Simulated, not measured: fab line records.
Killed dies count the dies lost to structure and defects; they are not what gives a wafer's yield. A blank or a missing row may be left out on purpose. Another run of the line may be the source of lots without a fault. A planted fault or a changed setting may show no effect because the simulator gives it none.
A lot that was struck, set against a sound lot || flow nand harc || 15 out of 1159 route steps
Sound: wafers L873.1, L873.2, L873.6. Struck: wafers L879.4, L879.5, L879.6. At the end, the cause is stated.
For every step that has rows: the tool of each side, followed by ch and its chambers, followed by its first start. Under that, the readings that differ: sound wafers || struck wafers || difference of the means || sigmas: that difference in standard deviations of wafers without a fault.
alike: words and numbers the same on both sides, and readings whose means are apart by under 2 such deviations; not compared: readings that were withheld, readings missing a value for some wafer, numbers with overlapping values and no deviation given by the record, and bounds like >300 which may hide the same value.
Wherever a step has rows on one side only, a row that says differs or no value, or a row with sigmas, the two part there. Non-overlapping numbers with no deviation appear without sigmas and do not part them. A reading missing from all wafers of one side parts the sides only when that side holds two or more wafers.

NHARC_A_CONTACT_ETCH_132: etches the open film in C4F8/O2/Ar, time 156 s, target depth 958 nm.
  sound on har cap etch-03 ch 0,1, day 17 16:45; struck on har cap etch-01 ch 0,1, day 19 23:44
  not compared: rf hours counter h
NHARC_A_CONTACT_ETCH_133: etches the open film in C4F8/O2/Ar, time 195 s, target depth 840 nm.
  sound on har cap etch-03 ch 0,1, day 17 16:53; struck on har cap etch-01 ch 0,1, day 19 23:56
  not compared: rf hours counter h
NHARC_A_CONTACT_ETCH_91: etches the open film in CH3F/O2, target depth 40 nm, time 85.7 s.
  sound on rie diel-01 ch 0,2,3, day 17 17:28; struck on rie diel-07 ch 0,1,2, day 20 00:23
  alike: drypump motor current A, oes product au, rf vpp V, showerhead plenum p Torr, throttle valve pct
  not compared: rf hours counter h
NHARC_A_CONTACT_ETCH_97: etches the open film in C4F6/O2, target depth 20 nm, time 10 s.
  sound on rie diel-01 ch 0,2; struck on rie diel-07 ch 0,1,3
  alike: c4f6 flow sccm, drypump motor current A, oes product au, rf vpp V, showerhead plenum p Torr, throttle valve pct
  not compared: rf hours counter h
NHARC_A_CONTACT_CD_MEAS_80:
  sound on cd sem-02, day 17 17:41; struck on cd sem-01, day 20 00:35
  alike: cd nm
then, 4 steps without rows for these wafers: NHARC_A_CONTACT_STRIP_103 (strips in N2/H2); NHARC_A_CONTACT_STRIP_104 (strips in CF4/CHF3); NHARC_A_CONTACT_STRIP_105 (strips in O2/COS); NHARC_A_CONTACT_ETCH_106 (etches the open film in CF4/O2, target depth 60 nm, overetch 6 nm, time 33 s).
NHARC_A_CONTACT_STRIP_82: strips in O2.
  sound on rie diel-13 ch 0,3; struck on rie diel-07 ch 0,1,2
  alike: drypump motor current A, oes product au, rf vpp V, showerhead plenum p Torr, throttle valve pct
  not compared: rf hours counter h
then, 2 steps without rows for these wafers: NHARC_A_CONTACT_STRIP_83 (strips in post etch residue remover, time 600 s); NHARC_A_CONTACT_DEP_84 (deposits aC, target thk 2000 nm).
NHARC_A_CONTACT_DEP_85: deposits SiON, target thk 50 nm.
  sound on pecvd-01 ch 1,2, day 17 20:59; struck on pecvd-03 ch 0,1,2, day 20 03:24
  no value came back on the struck wafers for chamber pressure Torr (Torr), heater power outer w (W), heater power w (W); on the sound wafers chamber pressure Torr (Torr) reads 3.500 3.503 3.513
then, 1 step without rows for these wafers: NHARC_A_CONTACT_DEHYDRATE_00 (time 120 s).
-- break in the record here, with 2 days between the starts of the struck wafers on either side (left off in module A_CONTACT, picked up again in module END, where the first step shown is number 1159 on the route) --
NHARC_END_SORT_01:
  here the record holds rows for the struck wafers (prober-01 ch 0, day 22 10:37) but none for the sound ones

== WHERE THEY PART ==
Earliest at NHARC_A_CONTACT_DEP_85; latest, in this record, at NHARC_END_SORT_01.

WHY: the cause the simulator had injected
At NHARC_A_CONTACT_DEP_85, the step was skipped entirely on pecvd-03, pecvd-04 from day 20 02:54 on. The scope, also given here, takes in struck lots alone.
